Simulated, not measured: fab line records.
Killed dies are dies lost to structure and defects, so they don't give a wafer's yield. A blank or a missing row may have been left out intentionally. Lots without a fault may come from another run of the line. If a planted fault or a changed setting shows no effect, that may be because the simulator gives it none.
Which tool is to blame? | flow n5-finfet | 11 lots, 30 wafers sampled, at 1 step of a route of 1938

WHAT THE GAUGES SHOWED, per wafer
N5_MIM_BOT_LITHO_INSPECT_12: inspects for defects (macro). Usual: raw-defect-count reads 1.9 (standard deviation 1.4).
lot  | measured     | on                | raw-defect-count | flag
L253 | day 13 00:54 | defect-inspect-01 | 2 1 1            |
L255 | day 13 03:49 | defect-inspect-02 | 0 3 1            |
L254 | day 13 08:13 | defect-inspect-02 | 1 3 1            |
L258 | day 13 16:52 | defect-inspect-01 | 1 2 1            |
L260 | day 13 22:40 | defect-inspect-01 | 0 1              |
L259 | day 14 09:58 | defect-inspect-02 | 3 3 1            |
L265 | day 15 08:44 | defect-inspect-02 | 2 2 1            |
L268 | day 16 13:31 | defect-inspect-01 | 1 1              |
L272 | day 17 17:31 | defect-inspect-01 | 3 1 3            |
L274 | day 18 01:42 | defect-inspect-01 | 0 1 1            |
L273 | day 19 04:06 | defect-inspect-02 | 4 4              |

EACH LOT AND THE TOOL THAT RAN IT (in order: tool; ch and the chambers of the sampled wafers; start)
The record shows no process step preceding these readings.

AS READ BY THE TOOLS THEMSELVES (means over the sampled wafers that have a number; for cases with no such wafer, the mark the record gives instead)
The record holds no such reading with a usual standard deviation.

THE ANSWER, worked out from the rows above alone
Rule: lot off if the mean of its wafers having a number is beyond 3 standard deviations from the usual mean. Also off: a lot with no number at a reading for which 4 or more lots have one. Any other lot the step has rows for is counted as sound. After the gauges, taken in route order, come the tools' own readings; for these a lot's mean is taken, as printed above. The first step at which some lot is off is used, and at that step the reading that is off furthest; a lot without a number counts as furthest.
Across all readings shown, no lot is off: no conclusion can be drawn from this.

WHAT THE SIMULATOR HAD PUT IN
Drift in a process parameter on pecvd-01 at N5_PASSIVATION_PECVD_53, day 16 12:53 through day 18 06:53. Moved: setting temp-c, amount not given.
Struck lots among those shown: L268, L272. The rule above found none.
